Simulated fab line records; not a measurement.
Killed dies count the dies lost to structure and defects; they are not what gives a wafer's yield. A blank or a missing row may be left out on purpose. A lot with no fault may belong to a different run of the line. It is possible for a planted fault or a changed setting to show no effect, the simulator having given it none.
Comparing a struck lot with a sound one | flow nandHarc | 15 steps out of a route of 1302
Sound: wafers L393.1, L393.3, L393.6. Struck: wafers L411.1, L411.2. (L411.3 of the same lot was not struck and is left out.) The cause comes at the end.
Each step with rows lists, per side, the tool, then ch with its chambers, then its first start. Under that, the readings that differ: sound wafers | struck wafers | difference of the means | sigmas: that difference in standard deviations of wafers without a fault.
alike: a reading whose means differ by less than 2 such deviations, as well as words and numbers matching on both sides. not compared: withheld readings; readings where some wafer has no value; bounds like >300 that might hide an equal value; numbers whose values overlap and for which the record gives no deviation.
A row with sigmas, a row that says differs or no value, or rows on one side alone: a step with any of these is where the two part. Non-overlapping numbers with no deviation appear without sigmas and do not part them. A reading that every wafer of one side lacks parts them only if that side has two wafers or more.

first, 8 steps without rows for these wafers: NHARC_P_M1_HMDS_02 (time 30 s); NHARC_P_M1_COAT_34 (time 65 s); NHARC_P_M1_COAT_03 (resist thk 90 nm); NHARC_P_M1_SOFTBAKE_04 (time 55 s); NHARC_P_M1_EBR_05; NHARC_P_M1_EXPOSE_06 (exposes mask P M1, target cd 130 nm); NHARC_P_M1_PEB_07 (peb time 65 s); NHARC_P_M1_DEVELOP_08 (develop time 35 s).
NHARC_P_M1_CD_MEAS_09: target cd 130 nm.
  sound on cdSem-03 ch 0, day 6 09:46; struck on cdSem-01 ch 0, day 14 08:30
  alike: cdNm
NHARC_P_M1_OVL_MEAS_10: pitch 260 nm.
  sound: overlay-01 at day 6 09:51; struck: overlay-01 at day 14 08:35
  alike: overlayXNm, overlayYNm
NHARC_P_M1_INSPECT_11:
  sound: defectInspect-02 at day 6 09:53; struck: defectInspect-02 at day 14 08:38
  alike: rawDefectCount
NHARC_P_M1_DESCUM_14: chemistry O2, time 3 s.
  sound on rieDiel-12 ch 0,2,3, day 6 09:57; struck on rieDiel-12 ch 2,3, day 14 08:41
  alike: drypumpMotorCurrentA, oesProductAu, rfVppV, showerheadPlenumPTorr, throttleValvePct
  not compared: rfHoursCounterH
NHARC_P_M1_ETCH_35: etches the open film in N2/H2, target depth 40 nm, overetch 12 nm, time 43.94 s.
  sound on rieDiel-12 ch 0,2,3, day 6 10:03; struck on rieDiel-12 ch 0,2, day 14 08:47
reading        | sound          | struck    | difference | sigmas
runLengthS (s) | 64.5 65.8 65.4 | 53.7 52.7 | -12.0      | -23
  alike: drypumpMotorCurrentA, oesProductAu, rfVppV, showerheadPlenumPTorr, throttleValvePct
  not compared: rfHoursCounterH
NHARC_P_M1_ETCH_15: etches the open film in C4F8/Ar, target depth 182.5 nm, time 91.2 s.
  sound: rieDiel-12 ch 0,2; struck: rieDiel-12 ch 1,2
  alike: oesProductAu, rfVppV, runLengthS
  not compared: rfHoursCounterH
-- break in the record here, with 18 days between the starts of the struck wafers on either side (left off in module P_M1, picked up again in module END, where the first step shown is number 1302 on the route) --
NHARC_END_SORT_01:
  sound on prober-01 ch 0, day 24 09:21; struck on prober-01 ch 0, day 32 17:43
  alike: defectLimitedYield, killedAtArray, killedAtOther, killedAtPeriphery, killedDies, killedOpen, killedShort

WHERE THEY PART
At NHARC_P_M1_ETCH_35 and nowhere else, as far as this record goes. Later steps at which nothing parts them and some readings are alike: NHARC_P_M1_ETCH_15, NHARC_END_SORT_01.

WHY: the cause the simulator had injected
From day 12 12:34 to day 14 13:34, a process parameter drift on rieDiel-12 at NHARC_P_M1_ETCH_35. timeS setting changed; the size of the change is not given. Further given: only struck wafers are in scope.
